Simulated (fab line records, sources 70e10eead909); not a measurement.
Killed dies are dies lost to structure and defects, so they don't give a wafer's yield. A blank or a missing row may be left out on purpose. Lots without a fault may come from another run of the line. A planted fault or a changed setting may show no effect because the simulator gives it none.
fab line records | flow nand_harc
record lots=11 wafers=33 last_day=24
route steps=1159 shown A_CONTACT@940 END@1159
lots that met no fault: from a run of the same line without faults
start_h: hours from the record's first day to the start of the lot's first wafer shown | wait_h: hours since the lot's step before | " the same as in the row above | L1.1+2: a row that stands for several wafers | - no value, or no start given | * or withheld: withheld | < > ~ a bound
route shown NAME@n: a module of which the file shows steps, and the number in the route of the first | usual: mean/standard deviation of fault-free wafers | same: alike in all rows | chamber/n: place in a boat | sites: the reading at each site | _std_site: their standard deviation | _edge_site: outer sites' mean less inner sites' | radius_mm: how far each site lies from the wafer's centre | mask NAME#n: copy n | behind: the tool/chamber that last shaped the wafer | hold: why the lot was held/for how many hours/how that ended | device: the transistor (n, p or np) that didn't switch | end of line: the same wafers' tests at the end of the route | a step without rows: its recipe alone | killed: dies lost to structure and defects at the first sort, not the wafer's yield | map: a wafer's dies, x killed, . not, _ none there
set.NAME: the setting as run; set.NAME@STEP: as run at that earlier step | model.NAME: the simulator's own value behind a step, which no gauge read
steps of the route over a sample of lots; a table a step, a row a wafer
services: from which hour (start_h, from the record's first day; less than 0 if before it) a tool's chamber was out of use, for how many hours, and why
## steps
# step NHARC_A_CONTACT_ETCH_89
# recipe target_depth_a=2600 over_etch_frac=0.3 time_s=475.3 ion_energy_ev=200 n2_flow_sccm=150 h2_flow_sccm=150 ar_flow_sccm=0 rf_w=400 bias_w=150 chemistry=N2/H2
# usual drypump_motor_current_A=5.7/0.42 n2_flow_sccm=150.1/0.45 oes_product_au=1.000/0.0077 rf_vpp_V=430.9/3 showerhead_plenum_p_Torr=2.06/0.1 throttle_valve_pct=14.170/0.0084
# columns lot.wafer tool chamber start_h wait_h drypump_motor_current_A n2_flow_sccm oes_product_au rf_hours_counter_h rf_vpp_V showerhead_plenum_p_Torr throttle_valve_pct
L943.1 rie_diel-13 1 - - 5.3 150.0 1.011 40 425.9 1.92 14.173
L943.3 " 2 " " 6.6 149.8 0.996 42 434.1 2.20 14.173
L943.6 " 0 " " 5.7 149.8 1.000 - 432.1 2.06 14.173
L945.1 rie_diel-13 0 - - 5.6 150.3 1.003 39 431.2 2.06 14.181
L945.4 " 1 " " 5.3 150.2 0.995 40 427.3 1.92 14.157
L945.5 " 1 " " 5.3 150.8 1.006 - 425.5 1.92 14.166
L946.1 rie_diel-04 3 - - 5.1 150.3 0.996 18 427.4 1.93 14.149
L946.6 " 1 " " 5.4 151.1 1.002 - 433.3 2.17 14.175
L946.5 " 2 " " 5.8 150.1 0.989 - 431.1 2.01 14.169
L948.1 rie_diel-04 0 - - 5.8 150.4 0.986 20 431.0 2.08 14.183
L948.4 " 1 " " 5.4 150.7 0.995 20 435.5 2.17 14.171
L948.6 " 0 " " 5.8 150.7 1.010 - 431.3 2.08 14.182
L949.4 rie_diel-04 0 - - 5.9 149.2 1.012 24 432.3 2.08 14.179
L949.2 " 2 " " 5.8 149.5 0.999 25 428.5 2.01 14.158
L949.6 " 3 " " 5.1 149.4 0.990 - 427.9 1.93 14.168
L954.4 rie_diel-13 2 - - 6.5 150.3 1.008 64 434.0 2.19 14.164
L954.3 " 1 " " 5.3 149.8 0.995 63 426.7 1.91 14.157
L954.5 " 3 " " 5.4 149.7 0.987 - 425.8 1.87 14.160
L953.3 rie_diel-04 1 - - 5.4 150.8 1.003 27 435.1 2.17 14.175
L953.5 " 1 " " 5.4 150.2 1.005 - 433.5 2.17 14.158
L953.6 " 2 " " 5.8 149.8 1.002 - 427.9 2.00 14.179
L952.3 rie_diel-04 1 - - 5.4 149.9 1.006 29 433.6 2.17 14.167
L952.1 " 3 " " 5.1 150.5 0.984 30 426.3 1.93 14.175
L952.6 " 1 " " 5.5 150.2 0.993 - 433.7 2.17 14.155
L956.1 rie_diel-04 3 - - 5.1 149.7 0.996 31 427.0 1.93 14.173
L956.2 " 1 " " 5.5 150.3 0.999 31 433.8 2.17 14.173
L956.6 " 3 " " 5.1 149.4 1.002 - 428.4 1.93 14.166
L955.4 rie_diel-04 3 - - 5.1 149.8 0.998 32 428.4 1.93 14.167
L955.1 " 0 " " 5.9 149.9 0.994 32 430.7 2.07 14.153
L955.6 " 2 " " 5.9 149.7 0.997 - 430.7 2.00 14.165
L959.1 rie_diel-13 0 - - 5.7 149.3 1.006 8 431.3 2.05 14.177
L959.4 " 2 " " 6.5 150.1 0.995 7 432.1 2.19 14.164
L959.2 " 3 " " 5.4 150.0 0.993 7 433.8 2.22 14.173
# step NHARC_A_CONTACT_ETCH_138
# recipe source_w=withheld pressure_mtorr=20 bias_v=3000 time_s=132 target_depth_a=12890 ar_flow_sccm=withheld c4f8_flow_sccm=withheld o2_flow_sccm=withheld chemistry=C4F8/O2/Ar
# columns lot.wafer tool chamber start_h wait_h rf_hours_counter_h
L943.1 har_cap_etch-01 1 386.39 0.1 51
L943.3 " 0 " " -
L943.6 " 0 " " -
L945.1 har_cap_etch-03 0 387.82 0.1 93
L945.4 " 1 " " -
L945.5 " 0 " " -
L946.1 har_cap_etch-02 1 388.39 0.1 13
L946.5 " 0 " " -
L946.6 " 1 " " -
L948.1 har_cap_etch-03 0 403.83 0.1 95
L948.4 " 1 " " -
L948.6 " 1 " " -
L949.2 har_cap_etch-01 1 431.10 0.1 57
L949.4 " 0 " " -
L949.6 " 0 " " -
L954.4 har_cap_etch-03 1 445.57 0.1 -
L954.3 " 0 " " -
L954.5 " 1 " " -
L953.3 har_cap_etch-02 0 452.35 0.1 -
L953.6 " 0 " " -
L953.5 " 1 " " -
L952.1 har_cap_etch-03 0 459.52 0.1 103
L952.3 " 0 " " -
L952.6 " 0 " " -
L956.1 har_cap_etch-03 0 462.62 0.1 104
L956.2 " 1 " " 104
L956.6 " 1 " " -
L955.1 har_cap_etch-01 0 467.35 0.1 65
L955.4 " 0 " " -
L955.6 " 1 " " -
L959.2 har_cap_etch-01 0 480.31 0.1 68
L959.1 " 1 " " 68
L959.4 " 1 " " -
# step NHARC_A_CONTACT_ALD_18
# recipe target_thk_a=30 pulse_time_s=1 ald_cycles=150 temp_c=450 material=TiN
# usual heater_power_outer_w=693/68 heater_power_w=1082/85 precursor_pulse_height_rel=1.000/0.021
# columns lot.wafer tool chamber start_h wait_h heater_power_outer_w heater_power_w precursor_pulse_height_rel
L943.3 ald_metal-01 0 388.21 - 659 1043 1.003
L943.1 " 3 " " 658 1018 0.972
L943.6 " 2 " " 698 1153 1.043
L945.4 ald_metal-04 1 389.75 - 633 961 0.970
L945.1 " 0 " " 738 1218 0.999
L945.5 " 1 " " 646 971 0.973
L946.1 ald_metal-02 0 390.75 - 670 1059 0.970
L946.5 " 1 " " 772 1136 1.010
L946.6 " 2 " " 742 1120 1.012
L948.1 ald_metal-01 3 405.54 - 657 1028 0.982
L948.6 " 3 " " 638 1025 1.005
L948.4 " 0 " " 663 1051 1.038
L949.2 ald_metal-02 2 432.90 - 740 1143 1.048
L949.4 " 3 " " 669 1028 0.982
L949.6 " 1 " " 766 1137 0.997
L954.4 ald_metal-02 0 447.38 - 681 1085 0.994
L954.3 " 3 " " 676 1026 0.987
L954.5 " 1 " " 778 1159 1.005
L953.3 ald_metal-01 0 454.18 - 671 1051 0.965
L953.5 " 0 " " 677 1075 1.010
L953.6 " 1 " " 822 1264 1.018
L952.3 ald_metal-02 2 461.31 - 744 1131 1.004
L952.1 " 3 " " 686 1029 1.014
L952.6 " 2 " " 738 1139 1.018
L956.2 ald_metal-04 3 464.42 - 617 989 0.989
L956.1 " 2 " " 613 1034 0.997
L956.6 " 0 " " 758 1181 0.995
L955.4 ald_metal-02 3 469.08 - 668 1009 1.033
L955.1 " 1 " " 778 1160 1.011
L955.6 " 0 " " 688 1074 1.032
L959.2 ald_metal-01 3 482.05 - 701 1031 1.006
L959.1 " 0 " " 633 987 1.008
L959.4 " 1 " " 895 1289 1.040
# step NHARC_A_CONTACT_CVD_19
# recipe target_thk_a=3000 temp_c=300 pressure_torr=40 wf6_flow_sccm=40 h2_flow_sccm=1600 ar_flow_sccm=1560 time_s=802 material=W
# usual heater_power_outer_w=296/68 heater_power_w=506/90 throttle_valve_pct=7.65/0.18
# columns lot.wafer tool chamber start_h wait_h heater_power_outer_w heater_power_w throttle_valve_pct
L943.1 cvd_w-01 0 392.79 - 228 396 7.46
L943.3 " 0 " " 233 405 7.27
L943.6 " 1 " " 402 634 7.43
L945.1 cvd_w-01 0 393.66 - 236 395 7.48
L945.4 " 1 " " 419 658 7.42
L945.5 " 1 " " 407 643 7.49
L946.1 cvd_w-01 1 394.82 - 400 627 7.57
L946.6 " 1 " " 400 639 7.37
L946.5 " 0 " " 222 401 7.42
L948.1 cvd_w-01 1 407.95 - 417 635 7.35
L948.4 " 1 " " 412 633 7.55
L948.6 " 0 " " 226 392 7.54
L949.2 cvd_w-01 1 436.24 - 404 643 7.76
L949.4 " 0 " " 236 394 7.66
L949.6 " 1 " " 403 663 7.56
L954.3 cvd_w-01 1 447.84 - 404 660 7.53
L954.4 " 0 " " 235 392 7.65
L954.5 " 1 " " 402 670 7.61
L954.3 cvd_w-01 1 451.89 3.9 400 644 7.43
L954.4 " 0 " " 231 390 7.66
L954.5 " 1 " " 407 658 7.65
L953.3 cvd_w-02 0 454.64 - 301 531 7.80
L953.6 " 0 " " 308 533 7.59
L953.5 " 1 " " 249 465 7.89
L952.1 cvd_w-02 1 464.43 - 260 476 7.66
L952.3 " 0 " " 309 536 7.79
L952.6 " 0 " " 305 511 7.71
L956.1 cvd_w-02 0 465.18 - 299 518 7.58
L956.2 " 1 " " 256 468 7.94
L956.6 " 1 " " 246 458 7.49
L955.1 cvd_w-02 1 475.89 - 250 450 7.93
L955.4 " 0 " " 310 531 7.50
L955.6 " 0 " " 310 540 7.66
L955.1 cvd_w-02 1 477.07 1.1 255 478 7.91
L955.4 " 0 " " 304 518 7.61
L955.6 " 0 " " 310 527 7.64
L959.1 cvd_w-02 1 493.82 - 250 483 7.91
L959.2 " 0 " " 301 516 7.92
L959.4 " 1 " " 246 461 7.59
L959.1 cvd_w-02 1 495.11 1.2 257 473 7.65
L959.2 " 0 " " 312 540 7.61
L959.4 " 1 " " 254 476 7.85
# step NHARC_A_CONTACT_CMP_20
# recipe t_overpolish_s=30 target_thk_nm=300
# usual motor_current_A=12.4/1.6 overpolish_run_s=30.000/0.0095 slurry_filter_dp_kPa=13.49/0.15 time_to_endpoint_s=60/3.5
# columns lot.wafer tool chamber start_h wait_h motor_current_A overpolish_run_s slurry_filter_dp_kPa time_to_endpoint_s
L943.1 cmp-02 2 393.73 0.8 14.1 29.995 13.39 56
L943.3 " 3 " " 9.1 30.010 13.55 59
L943.6 " 0 " " 13.2 30.009 13.55 57
L945.1 cmp-01 3 394.47 0.7 12.5 29.996 13.40 57
L945.4 " 0 " " 9.3 30.011 13.54 58
L945.5 " 1 " " 10.8 29.999 13.47 61
L946.1 cmp-02 1 395.78 0.8 13.4 29.986 13.26 62
L946.6 " 2 " " 14.6 29.983 13.41 60
L946.5 " 3 " " 9.7 30.009 13.45 59
L948.1 cmp-02 1 408.71 0.6 13.0 29.992 13.52 64
L948.4 " 0 " " 12.5 29.989 13.56 61
L948.6 " 1 " " 12.7 30.018 13.30 66
L949.2 cmp-01 1 437.03 0.7 11.3 30.002 13.56 59
L949.4 " 2 " " 13.1 29.992 13.29 58
L949.6 " 2 " " 12.6 29.993 13.31 55
L954.3 cmp-04 0 452.64 0.6 12.9 29.995 13.30 119
L954.4 " 1 " " 14.9 29.998 13.15 129
L954.5 " 0 " " 12.6 30.010 13.20 123
L953.3 cmp-01 3 455.28 0.5 12.4 29.991 13.28 59
L953.6 " 3 " " 12.5 30.004 13.72 58
L953.5 " 0 " " 9.4 29.999 13.42 56
L952.3 cmp-04 3 465.35 0.4 13.3 29.995 13.39 65
L952.1 " 1 " " 14.3 29.993 13.77 63
L952.6 " 3 " " 13.2 29.989 13.61 64
L956.2 cmp-01 3 466.06 0.6 12.7 30.000 13.42 58
L956.1 " 0 " " 9.5 30.012 13.74 58
L956.6 " 0 " " 9.5 30.010 13.43 57
L955.4 cmp-04 3 477.99 0.7 13.0 30.006 13.45 128
L955.1 " 0 " " 12.7 30.005 13.73 118
L955.6 " 2 " " 14.2 30.001 13.43 120
L959.2 cmp-01 0 496.38 1.0 10.2 30.011 13.71 107
L959.4 " 1 " " 10.9 29.994 13.70 110
L959.1 " 3 " " 12.5 29.996 13.63 112
# step NHARC_END_SORT_01
# recipe temp_c=25
# usual killed_at_array=26/11 killed_at_other=0.4/0.78 killed_at_periphery=3.4/2.4 killed_dies=29/11 killed_open=3.1/1.9 killed_short=1.9/1.4
# same gross_dies=677
# columns lot.wafer tool chamber start_h wait_h killed_at_array killed_at_other killed_at_periphery killed_dies killed_open killed_short
L959.1 prober-02 0 582.12 2.5 20 0 7 27 2 2
L959.2 prober-02 0 582.90 2.8 40 0 7 47 4 5
L959.4 prober-02 0 584.47 3.4 40 0 4 44 2 1
# killed by level:class
L959.1 A_CONTACT:chamber_film_flake=9 A_SLIT:chamber_film_flake=4 P_GATE:chamber_film_flake=3 P_M2:chamber_film_flake=3 A_CHANNEL_FILL_D1:geometric_particle:short=2 A_CHANNEL_HOLE_D1:chamber_film_flake=2 P_GATE:geometric_particle:open=1 A_BLC:geometric_particle:open=1
L959.2 A_SLIT:chamber_film_flake=18 A_CONTACT:chamber_film_flake=11 P_M2:chamber_film_flake=3 P_ZERO_WELL:chamber_film_flake=2 A_CHANNEL_HOLE_D1:chamber_film_flake=2 A_BLC:chamber_film_flake=2 P_GATE:geometric_particle:open=1 P_M0:geometric_particle:short=1
L959.4 A_SLIT:chamber_film_flake=20 A_CONTACT:chamber_film_flake=9 A_CHANNEL_HOLE_D1:chamber_film_flake=6 A_BLC:chamber_film_flake=3 P_CONTACT:geometric_particle:open=1 A_ONON_D1:geometric_particle:short=1 A_M0:geometric_particle:open=1 P_ZERO_WELL:chamber_film_flake=1
## services
# columns tool chamber start_h hours kind
ald_metal-02 - 364.00 10.0 pm
cmp-04 - 369.78 0.2 repair
cmp-01 - 375.85 4.0 pm
cmp-04 - 380.03 2.5 repair
cvd_w-02 - 383.59 13.0 pm
rie_diel-04 3 397.47 2.3 repair
cmp-04 - 399.01 4.0 pm
ald_metal-04 1 405.30 14.2 repair
ald_metal-04 - 406.00 10.0 pm
cvd_w-02 - 411.72 1.0 repair
cmp-04 - 425.27 0.3 repair
cmp-02 - 426.86 4.0 pm
cmp-04 - 435.83 1.7 repair
ald_metal-01 2 443.66 4.8 repair
rie_diel-13 2 445.58 10.8 repair
rie_diel-13 - 453.25 9.0 pm
ald_metal-01 - 458.00 10.0 pm
ald_metal-02 - 463.01 1.5 repair
rie_diel-04 - 466.30 9.0 pm
cvd_w-01 0 466.33 2.9 repair
cmp-02 - 472.86 0.8 repair
cmp-01 - 473.85 4.0 pm
cvd_w-01 - 476.86 13.0 pm
cmp-02 - 481.11 1.6 repair
## key
first_sign step=NHARC_A_CONTACT_CVD_19 reading=visit direction=added
effect step=NHARC_A_CONTACT_CMP_20 reading=time_to_endpoint_s direction=up sigmas=17 usual=* struck=*
met_at NHARC_A_CONTACT_CVD_19
struck_lots L954,L955,L959
tester_left_out L954,L955,L959
not_acting_at NHARC_A_CONTACT_ETCH_89,NHARC_A_CONTACT_ETCH_138,NHARC_A_CONTACT_ALD_18
fault kind=repeated_step_whole tool=cvd_w-01,cvd_w-02 chamber=- onset_h=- steps=NHARC_A_CONTACT_CVD_19 times=1 scope=struck_lots_only
# tester_left_out: of these lots the tester's yield and bins aren't shown, on N5 and GAA mostly nor the transistor test; their killed dies are dies lost to structure and defects alone, not to doping, threshold or leakage, so they don't give the yield
